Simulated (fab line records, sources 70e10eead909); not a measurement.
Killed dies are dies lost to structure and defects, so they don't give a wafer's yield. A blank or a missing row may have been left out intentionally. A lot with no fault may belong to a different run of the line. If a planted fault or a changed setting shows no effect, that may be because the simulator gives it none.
Comparing a struck lot with a sound one || flow nand-harc || 39 steps out of a route of 1302
Sound: the wafers L109.1, L109.2, L109.6. Struck: wafer L117.6 (left out: L117.3, L117.4 of the same lot, which were not struck); the cause appears at the end.
Order at every step that has rows: each side's tool, ch and its chambers, its first start. Under that, the readings that differ: sound wafers || struck wafers || difference of the means || sigmas: that difference in standard deviations of wafers without a fault.
alike: words and numbers the same on both sides, and readings whose means are apart by under 2 such deviations; not compared: readings that were withheld, readings missing a value for some wafer, numbers with overlapping values and no deviation given by the record, and bounds like >300 which may hide the same value.
A row with sigmas, a row that says differs or no value, or rows on one side alone: a step with any of these is where the two part. Non-overlapping numbers with no deviation appear without sigmas and do not part them. A reading missing from all wafers of one side parts the sides only when that side holds two or more wafers.

first, 8 steps without rows for these wafers: NHARC_P_BONDPAD_HMDS_02 (time 30 s); NHARC_P_BONDPAD_COAT_36 (time 65 s); NHARC_P_BONDPAD_COAT_03 (resist thk 600 nm); NHARC_P_BONDPAD_SOFTBAKE_04 (time 70 s); NHARC_P_BONDPAD_EBR_05; NHARC_P_BONDPAD_EXPOSE_06 (exposes mask P BPAD); NHARC_P_BONDPAD_PEB_07 (peb time 80 s); NHARC_P_BONDPAD_DEVELOP_08 (time 50 s).
NHARC_P_BONDPAD_CD_MEAS_09: the cd target is 500 nm.
  sound on cd-sem-03 ch 0, day 11 03:17; struck on cd-sem-02 ch 0, day 14 16:23
{"reading": "cd-nm (nm)", "sound": "498.8 502.6 496.3", "struck": 493.8, "difference": -5.4, "sigmas": -2}
NHARC_P_BONDPAD_OVL_MEAS_38:
  struck on overlay-01, day 14 16:29; sound on overlay-01, day 11 03:23
  alike: overlay-x-nm, overlay-y-nm
then, 1 step without rows for these wafers: NHARC_P_BONDPAD_HARDBAKE_10 (time 65 s).
NHARC_P_BONDPAD_DESCUM_11: chemistry O2, time 3 s.
  sound on rie-diel-08 ch 0,1,2, day 11 03:31; struck on rie-diel-11 ch 0, day 14 16:36
  alike: drypump-motor-current-A, oes-product-au, rf-vpp-V, showerhead-plenum-p-Torr, throttle-valve-pct
  not compared: rf-hours-counter-h
NHARC_P_BONDPAD_ETCH_37: etches the open film in N2/H2, target depth 60 nm, overetch 18 nm, time 65.91 s.
  sound on rie-diel-08 ch 0,2, day 11 03:35; struck on rie-diel-11 ch 2, day 14 16:43
  alike: drypump-motor-current-A, h2-flow-sccm, oes-product-au, rf-vpp-V, showerhead-plenum-p-Torr, throttle-valve-pct
  not compared: rf-hours-counter-h
then, 1 step without rows for these wafers: NHARC_P_BONDPAD_ETCH_12 (etches the open film in CHF3/O2, target depth 200 nm, time 100 s).
NHARC_P_BONDPAD_CD_MEAS_13:
  struck on cd-sem-01, day 14 16:58; sound on cd-sem-03, day 11 03:49
  alike: cd-nm
NHARC_P_BONDPAD_STRIP_15: strips in O2.
  sound on rie-diel-05 ch 1,3, day 11 03:55; struck on rie-diel-05 ch 1, day 14 17:03
  alike: drypump-motor-current-A, oes-product-au, rf-vpp-V, showerhead-plenum-p-Torr, throttle-valve-pct
  not compared: rf-hours-counter-h
then, 2 steps without rows for these wafers: NHARC_P_BONDPAD_ETCH_24 (etches the open film in CF4/N2, target depth 30 nm, time 72.99 s); NHARC_P_BONDPAD_STRIP_16 (strips in post etch residue remover, time 600 s).
NHARC_P_BONDPAD_DEGAS_25: time 60 s.
  struck on pvd-sputter-03, day 14 17:35; sound on pvd-sputter-02, day 11 04:26
  alike: heater-power-w
then, 5 steps without rows for these wafers: NHARC_P_BONDPAD_PRE_CLEAN_26 (time 30 s); NHARC_P_BONDPAD_PVD_17 (deposits TaN, target thk 5 nm, time 8.06 s); NHARC_P_BONDPAD_PVD_27 (deposits Cu, target thk 30 nm, time 20.49 s); NHARC_P_BONDPAD_ECD_18 (material Cu, target thk 400 nm); NHARC_P_BONDPAD_ANNEAL_28 (time 90 s).
NHARC_P_BONDPAD_CMP_19: polishes, t overpolish 30 s, cu recess touch 16 s, target thk 160.81 nm.
  sound on cmp-03 ch 0,1, day 11 05:33; struck on cmp-01 ch 3, day 14 18:40
  alike: motor-current-A, overpolish-run-s
NHARC_P_BONDPAD_THK_MEAS_20: measures by xrf.
  struck on film-metro-01, day 14 18:59; sound on film-metro-02, day 11 05:50
  alike: thk-nm
then, 1 step without rows for these wafers: NHARC_P_BONDPAD_SRD_21 (time 30 s, dry time 20 s).
NHARC_P_BONDPAD_ACTIVATE_29: chemistry N2, time 60 s.
  sound on rie-diel-11 ch 1,2, day 11 06:07; struck on rie-diel-08 ch 0, day 14 19:17
  alike: drypump-motor-current-A, oes-product-au, rf-vpp-V, showerhead-plenum-p-Torr
  not compared: rf-hours-counter-h
then, 10 steps without rows for these wafers: NHARC_P_BONDPAD_PRECLEAN_30 (cleans in DIW, time 300 s); NHARC_P_BONDPAD_SRD_31 (time 30 s, dry time 20 s); NHARC_A_ZERO_WELL_PRECLEAN_00 (cleans in SPM, time 600 s); NHARC_A_ZERO_WELL_SRD_01; NHARC_A_ZERO_WELL_DEHYDRATE_02 (time 120 s); NHARC_A_ZERO_WELL_HMDS_03 (time 30 s); NHARC_A_ZERO_WELL_COAT_18 (time 65 s); NHARC_A_ZERO_WELL_COAT_04 (resist thk 600 nm); NHARC_A_ZERO_WELL_SOFTBAKE_05 (time 70 s); NHARC_A_ZERO_WELL_EBR_06.
-- jump in the record: it breaks off in module A_ZERO_WELL and resumes in module END (first step shown: number 1302 of the route), and 18 days separate the struck wafers' starts before and after --
NHARC_END_SORT_01:
  the record has rows for the struck wafers here (prober-01 ch 0, day 32 23:53) and none for the sound ones

WHERE THEY PART
At NHARC_P_BONDPAD_CD_MEAS_09 first; at NHARC_END_SORT_01 last (within this record only).

WHY: whatever the simulator had introduced
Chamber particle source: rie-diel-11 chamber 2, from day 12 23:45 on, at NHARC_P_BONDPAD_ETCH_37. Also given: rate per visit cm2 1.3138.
